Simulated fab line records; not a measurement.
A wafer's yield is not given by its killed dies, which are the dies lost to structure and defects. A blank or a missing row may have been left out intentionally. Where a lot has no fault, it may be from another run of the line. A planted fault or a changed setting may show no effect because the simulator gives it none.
Which of the tools did it? | flow n5-finfet | Sampling: 24 lots, 72 wafers, 5 of 1938 route steps

== WHAT THE GAUGES READ, wafer by wafer ==
N5_BEOL_M6_THK_MEAS_53: measures by xrf. Usual: M6_THK typically reads 81.2 nm, with standard deviation 1.4.
lot  | measured     | on            | M6_THK (nm)    | flag
L074 | day 8 18:41  | film-metro-02 | 80.9 80.9 80.7 |
L075 | day 9 14:42  | film-metro-02 | 82.8 82.1 80.4 |
L077 | day 9 14:56  | film-metro-01 | 81.7 82.5 83.4 |
L076 | day 9 15:10  | film-metro-02 | 80.3 79.5 80.0 |
L078 | day 9 20:16  | film-metro-02 | 82.1 80.2 78.5 |
L079 | day 9 20:03  | film-metro-02 | 82.1 82.5 81.7 |
L080 | day 10 08:22 | film-metro-02 | 82.0 82.8 81.1 |
L081 | day 10 17:29 | film-metro-02 | 81.5 82.1 82.6 |
L082 | day 10 21:52 | film-metro-02 | 80.9 80.9 81.7 |
L083 | day 11 03:21 | film-metro-01 | 82.5 82.7 82.3 |
L085 | day 11 16:57 | film-metro-02 | 82.7 82.0 84.2 |
L084 | day 12 04:08 | film-metro-02 | 79.8 82.7 80.1 |
L086 | day 12 04:01 | film-metro-02 | 83.8 81.9 82.4 |
L088 | day 12 08:09 | film-metro-02 | 80.8 82.9 80.2 |
L087 | day 12 16:20 | film-metro-01 | 81.4 80.2 80.1 |
L089 | day 12 17:16 | film-metro-01 | 83.9 81.9 82.5 |
L090 | day 12 21:43 | film-metro-01 | 81.9 82.0 81.7 |
L091 | day 12 23:51 | film-metro-01 | 81.1 82.0 79.0 |
L093 | day 13 09:08 | film-metro-02 | 80.8 81.2 80.6 |
L092 | day 13 15:38 | film-metro-02 | 79.6 79.5 80.1 |
L094 | day 14 07:47 | film-metro-01 | 79.8 80.1 82.3 |
L095 | day 14 10:47 | film-metro-01 | 78.9 79.5 79.6 |
L096 | day 14 15:42 | film-metro-02 | 82.2 79.0 79.4 |
L097 | day 15 01:34 | film-metro-02 | 81.9 81.8 80.2 |

== WHICH TOOL RAN EACH LOT (tool, then ch and the chambers of the sampled wafers, then the start) ==
lot  | N5_BEOL_M6_PECVD_70             | N5_BEOL_M6_CURE_75            | N5_BEOL_M6_PRE_CLEAN_45      | N5_BEOL_M6_SPUTTER_48
L074 | pecvd-03 ch 0,1, day 8 10:14    | uv-cure-03 ch 0, day 8 15:30  | pvd-sputter-01, day 8 17:11  | pvd-sputter-03, day 8 17:42
L075 | pecvd-01 ch 1,2, day 9 03:34    | uv-cure-02 ch 1, day 9 11:55  | pvd-sputter-03, day 9 12:41  | pvd-sputter-03, day 9 13:16
L077 | pecvd-03 ch 0,1,2, day 9 03:46  | uv-cure-02 ch 2, day 9 12:16  | pvd-sputter-02, day 9 12:49  | pvd-sputter-03, day 9 13:35
L076 | pecvd-01 ch 1,2, day 9 08:34    | uv-cure-01 ch 0, day 9 12:37  | pvd-sputter-03, day 9 12:53  | pvd-sputter-03, day 9 13:40
L078 | pecvd-01 ch 0,1,2, day 9 12:35  | uv-cure-03 ch 2, day 9 17:19  | pvd-sputter-01, day 9 17:57  | pvd-sputter-03, day 9 18:41
L079 | pecvd-03 ch 0,2, day 9 12:56    | uv-cure-02 ch 1, day 9 17:01  | pvd-sputter-01, day 9 17:52  | pvd-sputter-02, day 9 18:32
L080 | pecvd-01 ch 0,2, day 10 01:29   | uv-cure-02 ch 2, day 10 05:37 | pvd-sputter-01, day 10 06:07 | pvd-sputter-03, day 10 07:19
L081 | pecvd-04 ch 0,1, day 10 11:50   | uv-cure-02 ch 2, day 10 15:07 | pvd-sputter-02, day 10 15:53 | pvd-sputter-02, day 10 16:26
L082 | pecvd-01 ch 0,2, day 10 15:10   | uv-cure-03 ch 1, day 10 19:30 | pvd-sputter-01, day 10 19:57 | pvd-sputter-01, day 10 20:38
L083 | pecvd-04 ch 0,1,2, day 10 19:37 | uv-cure-03 ch 1, day 10 23:43 | pvd-sputter-03, day 11 00:08 | pvd-sputter-03, day 11 02:16
L085 | pecvd-03 ch 0,1, day 11 10:50   | uv-cure-02 ch 0, day 11 14:49 | pvd-sputter-03, day 11 15:28 | pvd-sputter-03, day 11 16:08
L084 | pecvd-01 ch 0,2, day 11 18:11   | uv-cure-01 ch 1, day 12 01:24 | pvd-sputter-02, day 12 01:48 | pvd-sputter-01, day 12 02:31
L086 | pecvd-04 ch 0,1,2, day 11 19:09 | uv-cure-03 ch 2, day 12 01:10 | pvd-sputter-02, day 12 01:35 | pvd-sputter-01, day 12 02:21
L088 | pecvd-01 ch 0,2, day 11 23:13   | uv-cure-01 ch 0, day 12 04:30 | pvd-sputter-02, day 12 06:34 | pvd-sputter-02, day 12 07:21
L087 | pecvd-03 ch 0,1,2, day 12 07:56 | uv-cure-02 ch 2, day 12 12:50 | pvd-sputter-01, day 12 14:02 | pvd-sputter-03, day 12 15:32
L089 | pecvd-03 ch 0,1, day 12 10:44   | uv-cure-03 ch 1, day 12 14:07 | pvd-sputter-01, day 12 14:52 | pvd-sputter-02, day 12 16:10
L090 | pecvd-04 ch 0,1,2, day 12 14:31 | uv-cure-02 ch 0, day 12 19:31 | pvd-sputter-01, day 12 19:56 | pvd-sputter-01, day 12 20:55
L091 | pecvd-03 ch 0,1,2, day 12 17:47 | uv-cure-03 ch 1, day 12 21:16 | pvd-sputter-01, day 12 21:43 | pvd-sputter-02, day 12 22:46
L093 | pecvd-03 ch 0,2, day 13 02:02   | uv-cure-02 ch 1, day 13 06:44 | pvd-sputter-01, day 13 07:30 | pvd-sputter-01, day 13 08:11
L092 | pecvd-03 ch 0,1,2, day 13 08:16 | uv-cure-01 ch 0, day 13 13:25 | pvd-sputter-03, day 13 13:47 | pvd-sputter-03, day 13 14:28
L094 | pecvd-04 ch 0,1,2, day 13 22:16 | uv-cure-01 ch 0, day 14 05:20 | pvd-sputter-02, day 14 05:43 | pvd-sputter-03, day 14 06:32
L095 | pecvd-04 ch 1,2, day 14 02:59   | uv-cure-03 ch 2, day 14 08:39 | pvd-sputter-03, day 14 08:58 | pvd-sputter-03, day 14 09:33
L096 | pecvd-03 ch 1,2, day 14 07:30   | uv-cure-03 ch 1, day 14 11:42 | pvd-sputter-02, day 14 14:13 | pvd-sputter-02, day 14 14:52
L097 | pecvd-01 ch 0,1, day 14 16:02   | uv-cure-03 ch 2, day 14 20:38 | pvd-sputter-02, day 15 00:03 | pvd-sputter-02, day 15 00:46
- N5_BEOL_M6_PECVD_70: deposits SiO2 from TEOS/O2, target thk 20 nm, time 22.7 s.
- N5_BEOL_M6_CURE_75: cures SiCOH lowk, time 120 s.
- N5_BEOL_M6_PRE_CLEAN_45: time 30 s.
- N5_BEOL_M6_SPUTTER_48: material Cu, target thk 10 nm, time 1.667 s.

== AS READ BY THE TOOLS THEMSELVES (means over the sampled wafers that have a number; for cases with no such wafer, the mark the record gives instead) ==
N5_BEOL_M6_PECVD_70. Usual: heater-power-w 716 W, standard deviation 69; showerhead-plenum-p-Torr 8.83 Torr, standard deviation 0.032; throttle-valve-pct 21.8 %, standard deviation 0.85.
lot  | tool     | heater-power-w (W) | showerhead-plenum-p-Torr (Torr) | throttle-valve-pct (%) | flag
L074 | pecvd-03 | 630                | 8.86                            | 21.9                   |
L075 | pecvd-01 | 675                | 8.79                            | 21.8                   |
L077 | pecvd-03 | 717                | 8.85                            | 21.3                   |
L076 | pecvd-01 | 647                | 8.78                            | 21.7                   |
L078 | pecvd-01 | 695                | 8.81                            | 22.3                   |
L079 | pecvd-03 | 760                | 8.84                            | 21.1                   |
L080 | pecvd-01 | 637                | 8.81                            | 22.0                   |
L081 | pecvd-04 | 712                | 8.85                            | 21.3                   |
L082 | pecvd-01 | 698                | 8.82                            | 23.0                   |
L083 | pecvd-04 | 687                | 8.83                            | 21.1                   |
L085 | pecvd-03 | 701                | 8.86                            | 21.7                   |
L084 | pecvd-01 | 665                | 8.81                            | 23.0                   |
L086 | pecvd-04 | 717                | 8.83                            | 21.2                   |
L088 | pecvd-01 | 698                | 8.81                            | 22.3                   |
L087 | pecvd-03 | 786                | 8.85                            | 21.5                   |
L089 | pecvd-03 | 743                | 8.86                            | 21.4                   |
L090 | pecvd-04 | 692                | 8.80                            | 21.2                   |
L091 | pecvd-03 | 756                | 8.86                            | 21.6                   |
L093 | pecvd-03 | 760                | 8.86                            | 21.4                   |
L092 | pecvd-03 | 749                | 8.86                            | 21.6                   |
L094 | pecvd-04 | 745                | 8.83                            | 21.1                   |
L095 | pecvd-04 | 718                | 8.80                            | 21.1                   |
L096 | pecvd-03 | 765                | 8.86                            | 21.7                   |
L097 | pecvd-01 | 723                | 8.82                            | 22.5                   |

N5_BEOL_M6_CURE_75. Usual: lamp-power-pct 52.31 %, standard deviation 0.059; wafer_temp_C_max 371.5, standard deviation 0.46.
lot  | tool       | lamp-power-pct (%) | wafer_temp_C_max | flag
L074 | uv-cure-03 | 52.32              | 372.0            |
L075 | uv-cure-02 | 52.34              | 371.1            |
L077 | uv-cure-02 | 52.28              | 371.2            |
L076 | uv-cure-01 | 52.29              | 371.6            |
L078 | uv-cure-03 | 52.31              | 371.7            |
L079 | uv-cure-02 | 52.37              | 371.7            |
L080 | uv-cure-02 | 52.29              | 371.5            |
L081 | uv-cure-02 | 52.28              | 371.7            |
L082 | uv-cure-03 | 52.29              | 372.1            |
L083 | uv-cure-03 | 52.33              | 371.6            |
L085 | uv-cure-02 | 52.32              | 371.3            |
L084 | uv-cure-01 | 52.38              | 371.0            |
L086 | uv-cure-03 | 52.23              | 371.0            |
L088 | uv-cure-01 | 52.34              | 371.3            |
L087 | uv-cure-02 | 52.34              | 371.5            |
L089 | uv-cure-03 | 52.29              | 371.5            |
L090 | uv-cure-02 | 52.31              | 371.9            |
L091 | uv-cure-03 | 52.32              | 371.7            |
L093 | uv-cure-02 | 52.30              | 371.5            |
L092 | uv-cure-01 | 52.35              | 371.0            |
L094 | uv-cure-01 | 52.29              | 371.2            |
L095 | uv-cure-03 | 52.32              | 371.4            |
L096 | uv-cure-03 | 52.30              | 372.2            |
L097 | uv-cure-03 | 52.32              | 371.3            |

N5_BEOL_M6_PRE_CLEAN_45. Usual: heater-power-w at 339 W, with a standard deviation of 35.
lot  | tool           | heater-power-w (W) | flag
L074 | pvd-sputter-01 | 331                |
L075 | pvd-sputter-03 | 315                |
L077 | pvd-sputter-02 | 315                |
L076 | pvd-sputter-03 | 355                |
L078 | pvd-sputter-01 | 334                |
L079 | pvd-sputter-01 | 354                |
L080 | pvd-sputter-01 | 346                |
L081 | pvd-sputter-02 | 330                |
L082 | pvd-sputter-01 | 346                |
L083 | pvd-sputter-03 | 362                |
L085 | pvd-sputter-03 | 370                |
L084 | pvd-sputter-02 | 299                |
L086 | pvd-sputter-02 | 353                |
L088 | pvd-sputter-02 | 299                |
L087 | pvd-sputter-01 | 371                |
L089 | pvd-sputter-01 | 341                |
L090 | pvd-sputter-01 | 379                |
L091 | pvd-sputter-01 | 356                |
L093 | pvd-sputter-01 | 353                |
L092 | pvd-sputter-03 | 363                |
L094 | pvd-sputter-02 | 327                |
L095 | pvd-sputter-03 | 357                |
L096 | pvd-sputter-02 | 350                |
L097 | pvd-sputter-02 | 319                |

N5_BEOL_M6_SPUTTER_48. Usual: throttle-valve-pct at 30.2 %, with a standard deviation of 0.89.
lot  | tool           | throttle-valve-pct (%) | flag
L074 | pvd-sputter-03 | 30.6                   |
L075 | pvd-sputter-03 | 30.5                   |
L077 | pvd-sputter-03 | 30.6                   |
L076 | pvd-sputter-03 | 29.9                   |
L078 | pvd-sputter-03 | 30.6                   |
L079 | pvd-sputter-02 | 30.2                   |
L080 | pvd-sputter-03 | 29.9                   |
L081 | pvd-sputter-02 | 29.7                   |
L082 | pvd-sputter-01 | 30.9                   |
L083 | pvd-sputter-03 | 30.4                   |
L085 | pvd-sputter-03 | 30.8                   |
L084 | pvd-sputter-01 | 30.8                   |
L086 | pvd-sputter-01 | 30.0                   |
L088 | pvd-sputter-02 | 29.8                   |
L087 | pvd-sputter-03 | 30.0                   |
L089 | pvd-sputter-02 | 30.1                   |
L090 | pvd-sputter-01 | 29.8                   |
L091 | pvd-sputter-02 | 30.4                   |
L093 | pvd-sputter-01 | 30.4                   |
L092 | pvd-sputter-03 | 29.8                   |
L094 | pvd-sputter-03 | 30.6                   |
L095 | pvd-sputter-03 | 30.4                   |
L096 | pvd-sputter-02 | 30.6                   |
L097 | pvd-sputter-02 | 30.2                   |

== THE ANSWER, worked out from the rows above alone ==
Rule: a lot is off if the mean of its wafers that have a number lies more than 3 standard deviations from the usual mean. A lot without any number at a reading at which 4 lots or more have one is off too. Any other lot the step has rows for is counted as sound. First the gauges in route order, then the tools' own readings, where a lot's mean is used as printed above. The first step at which some lot is off is used, and at that step the reading that is off furthest; a lot without a number counts as furthest.
Nothing can be told from this: no lot is off at any reading shown.

== WHAT THE SIMULATOR PUT IN ==
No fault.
